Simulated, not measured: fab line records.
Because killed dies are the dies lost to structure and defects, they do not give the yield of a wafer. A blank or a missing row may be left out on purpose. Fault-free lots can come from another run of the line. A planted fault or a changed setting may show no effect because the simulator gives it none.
Which tool was responsible? :: flow n5Finfet :: 24 lots, 72 wafers sampled, at 6 steps of a route of 1938

WHAT THE GAUGES READ, wafer by wafer
N5_BEOL_M8_THK_MEAS_53: measures by xrf. Usual: M8_THK 78.3 nm, standard deviation 3.
lot: L074
measured: day 9 12:43
on: filmMetro-01
M8_THK (nm): 73.9 78.8 73.3
flag: 

lot: L076
measured: day 9 17:39
on: filmMetro-01
M8_THK (nm): 78.6 78.7 76.6
flag: 

lot: L075
measured: day 10 05:52
on: filmMetro-01
M8_THK (nm): 77.8 79.7 78.5
flag: 

lot: L077
measured: day 10 11:16
on: filmMetro-01
M8_THK (nm): 72.5 82.0 77.1
flag: 

lot: L078
measured: day 10 16:31
on: filmMetro-02
M8_THK (nm): 79.9 74.0 73.5
flag: 

lot: L079
measured: day 11 00:28
on: filmMetro-02
M8_THK (nm): 78.8 78.6 79.5
flag: 

lot: L081
measured: day 11 05:45
on: filmMetro-01
M8_THK (nm): 76.3 76.8 79.0
flag: 

lot: L080
measured: day 11 08:41
on: filmMetro-02
M8_THK (nm): 77.9 79.4 82.9
flag: 

lot: L082
measured: day 11 12:56
on: filmMetro-02
M8_THK (nm): 74.7 73.9 80.2
flag: 

lot: L083
measured: day 11 18:26
on: filmMetro-02
M8_THK (nm): 78.6 81.2 79.8
flag: 

lot: L085
measured: day 12 04:27
on: filmMetro-01
M8_THK (nm): 80.7 80.2 80.3
flag: 

lot: L084
measured: day 12 04:42
on: filmMetro-02
M8_THK (nm): 79.3 78.9 77.2
flag: 

lot: L086
measured: day 12 13:04
on: filmMetro-02
M8_THK (nm): 79.4 75.0 76.9
flag: 

lot: L087
measured: day 12 19:14
on: filmMetro-01
M8_THK (nm): 81.3 81.8 79.4
flag: 

lot: L088
measured: day 13 02:14
on: filmMetro-01
M8_THK (nm): 79.9 77.3 73.7
flag: 

lot: L090
measured: day 13 10:20
on: filmMetro-01
M8_THK (nm): 76.7 79.3 76.6
flag: 

lot: L089
measured: day 13 19:08
on: filmMetro-01
M8_THK (nm): 83.4 78.3 80.7
flag: 

lot: L092
measured: day 14 06:25
on: filmMetro-02
M8_THK (nm): 77.9 77.5 80.9
flag: 

lot: L095
measured: day 14 19:41
on: filmMetro-01
M8_THK (nm): 76.0 77.2 79.7
flag: 

lot: L093
measured: day 14 19:58
on: filmMetro-02
M8_THK (nm): 71.4 77.5 71.9
flag: 

lot: L091
measured: day 14 20:25
on: filmMetro-02
M8_THK (nm): 72.0 75.1 73.6
flag: 

lot: L094
measured: day 15 04:10
on: filmMetro-01
M8_THK (nm): 80.0 80.4 83.0
flag: 

lot: L096
measured: day 15 14:38
on: filmMetro-01
M8_THK (nm): 73.6 73.8 73.0
flag: 

lot: L097
measured: day 15 14:47
on: filmMetro-01
M8_THK (nm): 83.2 85.6 80.5
flag: 

N5_BEOL_M9_INSPECT_13: inspects for defects (brightfield). Usual: 397 for rawDefectCount, sd 77.
lot: L074
measured: day 9 15:28
on: defectInspect-02
rawDefectCount: 458 514 566
flag: 

lot: L076
measured: day 9 19:35
on: defectInspect-01
rawDefectCount: 319 480 364
flag: 

lot: L075
measured: day 10 08:00
on: defectInspect-02
rawDefectCount: 387 447 373
flag: 

lot: L077
measured: day 10 12:43
on: defectInspect-02
rawDefectCount: 300 251 313
flag: 

lot: L078
measured: day 10 19:02
on: defectInspect-01
rawDefectCount: 495 435 486
flag: 

lot: L079
measured: day 11 02:26
on: defectInspect-01
rawDefectCount: 486 432 487
flag: 

lot: L081
measured: day 11 08:32
on: defectInspect-02
rawDefectCount: 398 387 472
flag: 

lot: L080
measured: day 11 09:59
on: defectInspect-02
rawDefectCount: 451 427 381
flag: 

lot: L082
measured: day 11 17:05
on: defectInspect-02
rawDefectCount: 320 266 360
flag: 

lot: L083
measured: day 11 21:14
on: defectInspect-01
rawDefectCount: 372 432 390
flag: 

lot: L085
measured: day 12 06:46
on: defectInspect-02
rawDefectCount: 392 317 476
flag: 

lot: L084
measured: day 12 07:04
on: defectInspect-01
rawDefectCount: 392 377 288
flag: 

lot: L086
measured: day 12 17:42
on: defectInspect-01
rawDefectCount: 415 326 400
flag: 

lot: L087
measured: day 12 22:42
on: defectInspect-01
rawDefectCount: 337 368 399
flag: 

lot: L088
measured: day 13 03:48
on: defectInspect-01
rawDefectCount: 585 445 374
flag: 

lot: L090
measured: day 13 14:23
on: defectInspect-02
rawDefectCount: 461 489 376
flag: 

lot: L089
measured: day 13 22:13
on: defectInspect-02
rawDefectCount: 421 376 498
flag: 

lot: L092
measured: day 14 09:41
on: defectInspect-01
rawDefectCount: 326 593 329
flag: 

lot: L095
measured: day 14 21:46
on: defectInspect-01
rawDefectCount: 463 390 378
flag: 

lot: L093
measured: day 14 21:47
on: defectInspect-02
rawDefectCount: 240 335 482
flag: 

lot: L091
measured: day 15 00:17
on: defectInspect-01
rawDefectCount: 376 243 364
flag: 

lot: L094
measured: day 15 05:56
on: defectInspect-02
rawDefectCount: 394 386 476
flag: 

lot: L096
measured: day 15 18:04
on: defectInspect-01
rawDefectCount: 289 261 376
flag: 

lot: L097
measured: day 15 17:51
on: defectInspect-01
rawDefectCount: 468 365 561
flag: 

N5_BEOL_M9_OCD_MEAS_38. Usual: 149.6 nm for trenchDepthNm, sd 2.6.
lot: L074
measured: day 9 17:58
on: ocd-01
trenchDepthNm (nm): 146.2 150.4 154.8
flag: 

lot: L076
measured: day 9 23:58
on: ocd-01
trenchDepthNm (nm): 147.7 147.7 146.8
flag: 

lot: L075
measured: day 10 09:55
on: ocd-02
trenchDepthNm (nm): 149.8 147.6 147.1
flag: 

lot: L077
measured: day 10 14:40
on: ocd-01
trenchDepthNm (nm): 148.8 149.0 147.8
flag: 

lot: L078
measured: day 10 23:04
on: ocd-02
trenchDepthNm (nm): 148.4 147.0 148.1
flag: 

lot: L079
measured: day 11 06:07
on: ocd-02
trenchDepthNm (nm): 147.9 147.1 149.7
flag: 

lot: L081
measured: day 11 10:22
on: ocd-01
trenchDepthNm (nm): 148.7 151.2 150.2
flag: 

lot: L080
measured: day 11 11:43
on: ocd-01
trenchDepthNm (nm): 148.7 149.6 149.6
flag: 

lot: L082
measured: day 11 18:55
on: ocd-01
trenchDepthNm (nm): 146.8 146.9 147.7
flag: 

lot: L083
measured: day 12 00:52
on: ocd-02
trenchDepthNm (nm): 148.8 149.0 147.5
flag: 

lot: L085
measured: day 12 09:31
on: ocd-01
trenchDepthNm (nm): 149.3 148.9 147.8
flag: 

lot: L084
measured: day 12 09:58
on: ocd-02
trenchDepthNm (nm): 151.7 147.8 148.9
flag: 

lot: L086
measured: day 12 22:08
on: ocd-02
trenchDepthNm (nm): 148.5 153.5 147.7
flag: 

lot: L087
measured: day 13 00:10
on: ocd-02
trenchDepthNm (nm): 147.9 148.2 146.8
flag: 

lot: L088
measured: day 13 05:52
on: ocd-01
trenchDepthNm (nm): 147.9 148.6 150.0
flag: 

lot: L090
measured: day 13 16:07
on: ocd-02
trenchDepthNm (nm): 151.2 147.7 151.7
flag: 

lot: L089
measured: day 14 02:11
on: ocd-01
trenchDepthNm (nm): 147.5 148.7 150.5
flag: 

lot: L092
measured: day 14 13:31
on: ocd-02
trenchDepthNm (nm): 149.1 155.9 150.6
flag: 

lot: L095
measured: day 15 00:58
on: ocd-01
trenchDepthNm (nm): 152.1 158.4 153.1
flag: 

lot: L093
measured: day 15 01:25
on: ocd-02
trenchDepthNm (nm): 150.7 147.9 149.6
flag: 

lot: L091
measured: day 15 01:53
on: ocd-02
trenchDepthNm (nm): 153.6 154.2 153.6
flag: 

lot: L094
measured: day 15 08:50
on: ocd-01
trenchDepthNm (nm): 157.0 149.6 152.5
flag: 

lot: L096
measured: day 15 21:54
on: ocd-01
trenchDepthNm (nm): 155.4 147.2 154.8
flag: 

lot: L097
measured: day 15 22:59
on: ocd-02
trenchDepthNm (nm): 149.5 152.2 153.9
flag: 

TOOL THAT RAN EACH LOT (tool first, then ch and the chambers of the sampled wafers, then the start)
lot: L074
N5_BEOL_M8_STRIP_80: rieDiel-03 ch 0,2,3, day 9 10:32 or earlier
N5_BEOL_M8_CURE_75: uvCure-02 ch 2, day 9 10:32
N5_BEOL_M9_PECVD_70: pecvd-04 ch 0,1,2, day 9 13:32

lot: L076
N5_BEOL_M8_STRIP_80: rieDiel-02 ch 0,1,3, day 9 15:35 or earlier
N5_BEOL_M8_CURE_75: uvCure-01 ch 0, day 9 15:35
N5_BEOL_M9_PECVD_70: pecvd-01 ch 1, day 9 18:28

lot: L075
N5_BEOL_M8_STRIP_80: rieDiel-02 ch 0,1,3, day 10 00:44 or earlier
N5_BEOL_M8_CURE_75: uvCure-03 ch 2, day 10 00:44
N5_BEOL_M9_PECVD_70: pecvd-01 ch 0,1,2, day 10 06:41

lot: L077
N5_BEOL_M8_STRIP_80: rieDiel-03 ch 1,2, day 10 03:44 or earlier
N5_BEOL_M8_CURE_75: uvCure-03 ch 0, day 10 03:44
N5_BEOL_M9_PECVD_70: pecvd-02 ch 0,1, day 10 12:05

lot: L078
N5_BEOL_M8_STRIP_80: rieDiel-03 ch 2,3, day 10 11:08 or earlier
N5_BEOL_M8_CURE_75: uvCure-03 ch 2, day 10 11:08
N5_BEOL_M9_PECVD_70: pecvd-01 ch 1,2, day 10 17:20

lot: L079
N5_BEOL_M8_STRIP_80: rieDiel-03 ch 0,3, day 10 18:40 or earlier
N5_BEOL_M8_CURE_75: uvCure-02 ch 1, day 10 18:40
N5_BEOL_M9_PECVD_70: pecvd-02 ch 1,2, day 11 01:17

lot: L081
N5_BEOL_M8_STRIP_80: rieDiel-03 ch 0,2,3, day 11 02:33 or earlier
N5_BEOL_M8_CURE_75: uvCure-03 ch 2, day 11 02:33
N5_BEOL_M9_PECVD_70: pecvd-04 ch 0,1,2, day 11 06:35

lot: L080
N5_BEOL_M8_STRIP_80: rieDiel-03 ch 0,1,3, day 11 05:10 or earlier
N5_BEOL_M8_CURE_75: uvCure-03 ch 1, day 11 05:10
N5_BEOL_M9_PECVD_70: pecvd-01 ch 0,2, day 11 09:31

lot: L082
N5_BEOL_M8_STRIP_80: rieDiel-03 ch 1,2, day 11 10:38 or earlier
N5_BEOL_M8_CURE_75: uvCure-01 ch 2, day 11 10:38
N5_BEOL_M9_PECVD_70: pecvd-02 ch 0,1,2, day 11 13:45

lot: L083
N5_BEOL_M8_STRIP_80: rieDiel-02 ch 1,2, day 11 16:32 or earlier
N5_BEOL_M8_CURE_75: uvCure-02 ch 1, day 11 16:32
N5_BEOL_M9_PECVD_70: pecvd-01 ch 1,2, day 11 19:26

lot: L085
N5_BEOL_M8_STRIP_80: rieDiel-02 ch 1,3, day 12 01:29 or earlier
N5_BEOL_M8_CURE_75: uvCure-03 ch 0, day 12 01:29
N5_BEOL_M9_PECVD_70: pecvd-04 ch 1,2, day 12 05:59

lot: L084
N5_BEOL_M8_STRIP_80: rieDiel-02 ch 1,2,3, day 12 01:47 or earlier
N5_BEOL_M8_CURE_75: uvCure-03 ch 1, day 12 01:47
N5_BEOL_M9_PECVD_70: pecvd-02 ch 1,2, day 12 06:14

lot: L086
N5_BEOL_M8_STRIP_80: rieDiel-01 ch 0,2,3, day 12 10:19 or earlier
N5_BEOL_M8_CURE_75: uvCure-03 ch 2, day 12 10:19
N5_BEOL_M9_PECVD_70: pecvd-04 ch 0,1,2, day 12 14:22

lot: L087
N5_BEOL_M8_STRIP_80: rieDiel-01 ch 2,3, day 12 17:06 or earlier
N5_BEOL_M8_CURE_75: uvCure-03 ch 0, day 12 17:06
N5_BEOL_M9_PECVD_70: pecvd-04 ch 0,1,2, day 12 20:05

lot: L088
N5_BEOL_M8_STRIP_80: rieDiel-01 ch 1,2, day 12 23:52 or earlier
N5_BEOL_M8_CURE_75: uvCure-03 ch 0, day 12 23:52
N5_BEOL_M9_PECVD_70: pecvd-01 ch 0,1, day 13 03:04

lot: L090
N5_BEOL_M8_STRIP_80: rieDiel-01 ch 0,1, day 13 06:36 or earlier
N5_BEOL_M8_CURE_75: uvCure-02 ch 0, day 13 06:36
N5_BEOL_M9_PECVD_70: pecvd-02 ch 0,2, day 13 11:11

lot: L089
N5_BEOL_M8_STRIP_80: rieDiel-03 ch 0,1,2, day 13 16:45 or earlier
N5_BEOL_M8_CURE_75: uvCure-01 ch 0, day 13 16:45
N5_BEOL_M9_PECVD_70: pecvd-04 ch 0,2, day 13 20:04

lot: L092
N5_BEOL_M8_STRIP_80: rieDiel-02 ch 1,2,3, day 14 03:56 or earlier
N5_BEOL_M8_CURE_75: uvCure-02 ch 0, day 14 03:56
N5_BEOL_M9_PECVD_70: pecvd-01 ch 0,2, day 14 08:09

lot: L095
N5_BEOL_M8_STRIP_80: rieDiel-02 ch 1,3, day 14 17:33 or earlier
N5_BEOL_M8_CURE_75: uvCure-01 ch 2, day 14 17:33
N5_BEOL_M9_PECVD_70: pecvd-01 ch 1,2, day 14 20:41

lot: L093
N5_BEOL_M8_STRIP_80: rieDiel-01 ch 0,3, day 14 17:38 or earlier
N5_BEOL_M8_CURE_75: uvCure-02 ch 2, day 14 17:38
N5_BEOL_M9_PECVD_70: pecvd-02 ch 1,2, day 14 21:10

lot: L091
N5_BEOL_M8_STRIP_80: rieDiel-03 ch 0,2, day 14 17:58 or earlier
N5_BEOL_M8_CURE_75: uvCure-01 ch 2, day 14 17:58
N5_BEOL_M9_PECVD_70: pecvd-02 ch 0,1, day 14 21:42

lot: L094
N5_BEOL_M8_STRIP_80: rieDiel-02 ch 2,3, day 15 01:32 or earlier
N5_BEOL_M8_CURE_75: uvCure-02 ch 0, day 15 01:32
N5_BEOL_M9_PECVD_70: pecvd-04 ch 0,1, day 15 04:59

lot: L096
N5_BEOL_M8_STRIP_80: rieDiel-01 ch 0,1, day 15 10:47 or earlier
N5_BEOL_M8_CURE_75: uvCure-01 ch 1, day 15 10:47
N5_BEOL_M9_PECVD_70: pecvd-01 ch 1,2, day 15 15:56

lot: L097
N5_BEOL_M8_STRIP_80: rieDiel-02 ch 0,1,2, day 15 11:41 or earlier
N5_BEOL_M8_CURE_75: uvCure-01 ch 2, day 15 11:41
N5_BEOL_M9_PECVD_70: pecvd-02 ch 0,1,2, day 15 15:38
- N5_BEOL_M8_STRIP_80: strips in N2/H2, time 10 s.
- N5_BEOL_M8_CURE_75: cures SiCOH lowk, time 120 s.
- N5_BEOL_M9_PECVD_70: deposits SiO2 from TEOS/O2, target thk 20 nm, time 22.7 s.

WHAT THE TOOLS THEMSELVES READ (means of the sampled wafers that have a number; where no wafer has one, the mark that the record gives instead)
N5_BEOL_M8_STRIP_80. Usual: drypumpMotorCurrentA 5.7 A, standard deviation 0.39; oesProductAu 0.81 a.u., standard deviation 0.094; rfVppV 59.5 V, standard deviation 0.92; showerheadPlenumPTorr 2.59 Torr, standard deviation 0.099; tempC 40.02 C, standard deviation 0.11; throttleValvePct 23.6 %, standard deviation 0.34.
lot: L074
tool: rieDiel-03
drypumpMotorCurrentA (A): 5.7
oesProductAu (a.u.): 0.75
rfVppV (V): 58.7
showerheadPlenumPTorr (Torr): 2.49
tempC (C): 39.94
throttleValvePct (%): 23.6
flag: 

lot: L076
tool: rieDiel-02
drypumpMotorCurrentA (A): 5.8
oesProductAu (a.u.): 0.82
rfVppV (V): 59.8
showerheadPlenumPTorr (Torr): 2.57
tempC (C): 40.12
throttleValvePct (%): 23.7
flag: 

lot: L075
tool: rieDiel-02
drypumpMotorCurrentA (A): 5.8
oesProductAu (a.u.): 0.81
rfVppV (V): 59.3
showerheadPlenumPTorr (Torr): 2.57
tempC (C): 40.02
throttleValvePct (%): 23.7
flag: 

lot: L077
tool: rieDiel-03
drypumpMotorCurrentA (A): 5.8
oesProductAu (a.u.): 0.80
rfVppV (V): 58.3
showerheadPlenumPTorr (Torr): 2.50
tempC (C): 40.02
throttleValvePct (%): 23.2
flag: 

lot: L078
tool: rieDiel-03
drypumpMotorCurrentA (A): 5.7
oesProductAu (a.u.): 0.75
rfVppV (V): 59.6
showerheadPlenumPTorr (Torr): 2.53
tempC (C): 39.99
throttleValvePct (%): 23.3
flag: 

lot: L079
tool: rieDiel-03
drypumpMotorCurrentA (A): 5.8
oesProductAu (a.u.): 0.87
rfVppV (V): 60.6
showerheadPlenumPTorr (Torr): 2.61
tempC (C): 40.05
throttleValvePct (%): 23.5
flag: 

lot: L081
tool: rieDiel-03
drypumpMotorCurrentA (A): 5.7
oesProductAu (a.u.): 0.82
rfVppV (V): 60.1
showerheadPlenumPTorr (Torr): 2.59
tempC (C): 39.95
throttleValvePct (%): 23.4
flag: 

lot: L080
tool: rieDiel-03
drypumpMotorCurrentA (A): 5.9
oesProductAu (a.u.): 0.89
rfVppV (V): 58.9
showerheadPlenumPTorr (Torr): 2.58
tempC (C): 40.00
throttleValvePct (%): 23.4
flag: 

lot: L082
tool: rieDiel-03
drypumpMotorCurrentA (A): 5.8
oesProductAu (a.u.): 0.78
rfVppV (V): 60.2
showerheadPlenumPTorr (Torr): 2.49
tempC (C): 39.89
throttleValvePct (%): 23.3
flag: 

lot: L083
tool: rieDiel-02
drypumpMotorCurrentA (A): 5.5
oesProductAu (a.u.): 0.86
rfVppV (V): 59.8
showerheadPlenumPTorr (Torr): 2.70
tempC (C): 40.15
throttleValvePct (%): 23.8
flag: 

lot: L085
tool: rieDiel-02
drypumpMotorCurrentA (A): 6.1
oesProductAu (a.u.): 0.86
rfVppV (V): 60.6
showerheadPlenumPTorr (Torr): 2.66
tempC (C): 40.07
throttleValvePct (%): 23.4
flag: 

lot: L084
tool: rieDiel-02
drypumpMotorCurrentA (A): 5.9
oesProductAu (a.u.): 0.83
rfVppV (V): 60.1
showerheadPlenumPTorr (Torr): 2.66
tempC (C): 39.97
throttleValvePct (%): 23.7
flag: 

lot: L086
tool: rieDiel-01
drypumpMotorCurrentA (A): 5.6
oesProductAu (a.u.): 0.73
rfVppV (V): 59.8
showerheadPlenumPTorr (Torr): 2.56
tempC (C): 40.06
throttleValvePct (%): 23.7
flag: 

lot: L087
tool: rieDiel-01
drypumpMotorCurrentA (A): 5.3
oesProductAu (a.u.): 0.78
rfVppV (V): 59.6
showerheadPlenumPTorr (Torr): 2.50
tempC (C): 40.14
throttleValvePct (%): 23.6
flag: 

lot: L088
tool: rieDiel-01
drypumpMotorCurrentA (A): 5.8
oesProductAu (a.u.): 0.76
rfVppV (V): 59.9
showerheadPlenumPTorr (Torr): 2.49
tempC (C): 40.01
throttleValvePct (%): 23.5
flag: 

lot: L090
tool: rieDiel-01
drypumpMotorCurrentA (A): 5.9
oesProductAu (a.u.): 0.69
rfVppV (V): 59.6
showerheadPlenumPTorr (Torr): 2.59
tempC (C): 40.09
throttleValvePct (%): 23.5
flag: 

lot: L089
tool: rieDiel-03
drypumpMotorCurrentA (A): 5.7
oesProductAu (a.u.): 0.83
rfVppV (V): 59.1
showerheadPlenumPTorr (Torr): 2.56
tempC (C): 40.02
throttleValvePct (%): 23.4
flag: 

lot: L092
tool: rieDiel-02
drypumpMotorCurrentA (A): 5.9
oesProductAu (a.u.): 0.81
rfVppV (V): 59.6
showerheadPlenumPTorr (Torr): 2.65
tempC (C): 40.03
throttleValvePct (%): 23.7
flag: 

lot: L095
tool: rieDiel-02
drypumpMotorCurrentA (A): 6.2
oesProductAu (a.u.): 0.78
rfVppV (V): 59.1
showerheadPlenumPTorr (Torr): 2.61
tempC (C): 39.92
throttleValvePct (%): 23.6
flag: 

lot: L093
tool: rieDiel-01
drypumpMotorCurrentA (A): 5.8
oesProductAu (a.u.): 0.77
rfVppV (V): 59.8
showerheadPlenumPTorr (Torr): 2.61
tempC (C): 40.03
throttleValvePct (%): 23.6
flag: 

lot: L091
tool: rieDiel-03
drypumpMotorCurrentA (A): 5.5
oesProductAu (a.u.): 0.76
rfVppV (V): 60.0
showerheadPlenumPTorr (Torr): 2.56
tempC (C): 39.93
throttleValvePct (%): 23.4
flag: 

lot: L094
tool: rieDiel-02
drypumpMotorCurrentA (A): 5.7
oesProductAu (a.u.): 0.78
rfVppV (V): 59.0
showerheadPlenumPTorr (Torr): 2.65
tempC (C): 39.82
throttleValvePct (%): 23.9
flag: 

lot: L096
tool: rieDiel-01
drypumpMotorCurrentA (A): 5.9
oesProductAu (a.u.): 0.67
rfVppV (V): 58.7
showerheadPlenumPTorr (Torr): 2.58
tempC (C): 39.95
throttleValvePct (%): 23.6
flag: 

lot: L097
tool: rieDiel-02
drypumpMotorCurrentA (A): 5.4
oesProductAu (a.u.): 0.84
rfVppV (V): 59.9
showerheadPlenumPTorr (Torr): 2.70
tempC (C): 39.93
throttleValvePct (%): 23.7
flag: 

N5_BEOL_M8_CURE_75. Usual: lampPowerPct 52.31 %, standard deviation 0.053; wafer_temp_C_max 371.7, standard deviation 0.8.
lot: L074
tool: uvCure-02
lampPowerPct (%): 52.34
wafer_temp_C_max: 371.6
flag: 

lot: L076
tool: uvCure-01
lampPowerPct (%): 52.23
wafer_temp_C_max: 371.5
flag: 

lot: L075
tool: uvCure-03
lampPowerPct (%): 52.26
wafer_temp_C_max: 371.5
flag: 

lot: L077
tool: uvCure-03
lampPowerPct (%): 52.37
wafer_temp_C_max: 370.4
flag: 

lot: L078
tool: uvCure-03
lampPowerPct (%): 52.30
wafer_temp_C_max: 371.3
flag: 

lot: L079
tool: uvCure-02
lampPowerPct (%): 52.28
wafer_temp_C_max: 371.8
flag: 

lot: L081
tool: uvCure-03
lampPowerPct (%): 52.30
wafer_temp_C_max: 371.0
flag: 

lot: L080
tool: uvCure-03
lampPowerPct (%): 52.28
wafer_temp_C_max: 372.4
flag: 

lot: L082
tool: uvCure-01
lampPowerPct (%): 52.28
wafer_temp_C_max: 373.3
flag: 

lot: L083
tool: uvCure-02
lampPowerPct (%): 52.28
wafer_temp_C_max: 371.5
flag: 

lot: L085
tool: uvCure-03
lampPowerPct (%): 52.34
wafer_temp_C_max: 371.0
flag: 

lot: L084
tool: uvCure-03
lampPowerPct (%): 52.33
wafer_temp_C_max: 371.9
flag: 

lot: L086
tool: uvCure-03
lampPowerPct (%): 52.33
wafer_temp_C_max: 371.4
flag: 

lot: L087
tool: uvCure-03
lampPowerPct (%): 52.32
wafer_temp_C_max: 370.8
flag: 

lot: L088
tool: uvCure-03
lampPowerPct (%): 52.35
wafer_temp_C_max: 370.9
flag: 

lot: L090
tool: uvCure-02
lampPowerPct (%): 52.41
wafer_temp_C_max: 371.9
flag: 

lot: L089
tool: uvCure-01
lampPowerPct (%): 52.30
wafer_temp_C_max: 371.4
flag: 

lot: L092
tool: uvCure-02
lampPowerPct (%): 52.32
wafer_temp_C_max: 371.6
flag: 

lot: L095
tool: uvCure-01
lampPowerPct (%): 52.30
wafer_temp_C_max: 372.9
flag: 

lot: L093
tool: uvCure-02
lampPowerPct (%): 52.31
wafer_temp_C_max: 371.4
flag: 

lot: L091
tool: uvCure-01
lampPowerPct (%): 52.33
wafer_temp_C_max: 373.2
flag: 

lot: L094
tool: uvCure-02
lampPowerPct (%): 52.26
wafer_temp_C_max: 372.1
flag: 

lot: L096
tool: uvCure-01
lampPowerPct (%): 52.29
wafer_temp_C_max: 371.3
flag: 

lot: L097
tool: uvCure-01
lampPowerPct (%): 52.34
wafer_temp_C_max: 372.6
flag: 

N5_BEOL_M9_PECVD_70. Usual: chamberPressureTorr 5.501 Torr, standard deviation 0.012; heaterPowerW 732 W, standard deviation 150; showerheadPlenumPTorr 8.79 Torr, standard deviation 0.065; throttleValvePct 22.6 %, standard deviation 1.5.
lot: L074
tool: pecvd-04
chamberPressureTorr (Torr): 5.504
heaterPowerW (W): 904
showerheadPlenumPTorr (Torr): 8.75
throttleValvePct (%): 23.6
flag: 

lot: L076
tool: pecvd-01
chamberPressureTorr (Torr): 5.498
heaterPowerW (W): 545
showerheadPlenumPTorr (Torr): 8.85
throttleValvePct (%): 22.3
flag: 

lot: L075
tool: pecvd-01
chamberPressureTorr (Torr): 5.509
heaterPowerW (W): 767
showerheadPlenumPTorr (Torr): 8.79
throttleValvePct (%): 22.1
flag: 

lot: L077
tool: pecvd-02
chamberPressureTorr (Torr): 5.522
heaterPowerW (W): 695
showerheadPlenumPTorr (Torr): 8.78
throttleValvePct (%): 23.2
flag: 

lot: L078
tool: pecvd-01
chamberPressureTorr (Torr): 5.497
heaterPowerW (W): 691
showerheadPlenumPTorr (Torr): 8.84
throttleValvePct (%): 22.0
flag: 

lot: L079
tool: pecvd-02
chamberPressureTorr (Torr): 5.494
heaterPowerW (W): 658
showerheadPlenumPTorr (Torr): 8.79
throttleValvePct (%): 22.6
flag: 

lot: L081
tool: pecvd-04
chamberPressureTorr (Torr): 5.497
heaterPowerW (W): 881
showerheadPlenumPTorr (Torr): 8.75
throttleValvePct (%): 23.5
flag: 

lot: L080
tool: pecvd-01
chamberPressureTorr (Torr): 5.504
heaterPowerW (W): 807
showerheadPlenumPTorr (Torr): 8.75
throttleValvePct (%): 22.5
flag: 

lot: L082
tool: pecvd-02
chamberPressureTorr (Torr): 5.509
heaterPowerW (W): 602
showerheadPlenumPTorr (Torr): 8.82
throttleValvePct (%): 22.1
flag: 

lot: L083
tool: pecvd-01
chamberPressureTorr (Torr): 5.499
heaterPowerW (W): 641
showerheadPlenumPTorr (Torr): 8.85
throttleValvePct (%): 22.0
flag: 

lot: L085
tool: pecvd-04
chamberPressureTorr (Torr): 5.501
heaterPowerW (W): 792
showerheadPlenumPTorr (Torr): 8.72
throttleValvePct (%): 23.4
flag: 

lot: L084
tool: pecvd-02
chamberPressureTorr (Torr): 5.500
heaterPowerW (W): 609
showerheadPlenumPTorr (Torr): 8.80
throttleValvePct (%): 22.5
flag: 

lot: L086
tool: pecvd-04
chamberPressureTorr (Torr): 5.493
heaterPowerW (W): 811
showerheadPlenumPTorr (Torr): 8.75
throttleValvePct (%): 23.4
flag: 

lot: L087
tool: pecvd-04
chamberPressureTorr (Torr): 5.505
heaterPowerW (W): 862
showerheadPlenumPTorr (Torr): 8.74
throttleValvePct (%): 23.5
flag: 

lot: L088
tool: pecvd-01
chamberPressureTorr (Torr): 5.502
heaterPowerW (W): 609
showerheadPlenumPTorr (Torr): 8.79
throttleValvePct (%): 22.6
flag: 

lot: L090
tool: pecvd-02
chamberPressureTorr (Torr): 5.493
heaterPowerW (W): 561
showerheadPlenumPTorr (Torr): 8.81
throttleValvePct (%): 21.9
flag: 

lot: L089
tool: pecvd-04
chamberPressureTorr (Torr): 5.498
heaterPowerW (W): 862
showerheadPlenumPTorr (Torr): 8.79
throttleValvePct (%): 23.8
flag: 

lot: L092
tool: pecvd-01
chamberPressureTorr (Torr): 5.498
heaterPowerW (W): 853
showerheadPlenumPTorr (Torr): 8.79
throttleValvePct (%): 21.8
flag: 

lot: L095
tool: pecvd-01
chamberPressureTorr (Torr): 5.510
heaterPowerW (W): 829
showerheadPlenumPTorr (Torr): 8.86
throttleValvePct (%): 21.5
flag: 

lot: L093
tool: pecvd-02
chamberPressureTorr (Torr): 5.509
heaterPowerW (W): 618
showerheadPlenumPTorr (Torr): 8.80
throttleValvePct (%): 22.6
flag: 

lot: L091
tool: pecvd-02
chamberPressureTorr (Torr): 5.515
heaterPowerW (W): 689
showerheadPlenumPTorr (Torr): 8.77
throttleValvePct (%): 23.4
flag: 

lot: L094
tool: pecvd-04
chamberPressureTorr (Torr): 5.498
heaterPowerW (W): 958
showerheadPlenumPTorr (Torr): 8.76
throttleValvePct (%): 24.9
flag: 

lot: L096
tool: pecvd-01
chamberPressureTorr (Torr): 5.493
heaterPowerW (W): 778
showerheadPlenumPTorr (Torr): 8.84
throttleValvePct (%): 21.6
flag: 

lot: L097
tool: pecvd-02
chamberPressureTorr (Torr): 5.494
heaterPowerW (W): 630
showerheadPlenumPTorr (Torr): 8.82
throttleValvePct (%): 22.4
flag: 

THE ANSWER, worked out from the rows above alone
Rule: take the mean of a lot's wafers that have a number; if it is more than 3 standard deviations from the usual mean, the lot is off. A lot without any number at a reading at which 4 lots or more have one is off too. All remaining lots with rows at the step are treated as sound. First the gauges in route order, then the tools' own readings, where a lot's mean is used as printed above. The first step at which some lot is off is used, and at that step the reading that is off furthest; a lot without a number counts as furthest.
Nothing can be told from this: no lot is off at any reading shown.

WHAT THE SIMULATOR HAD PUT IN
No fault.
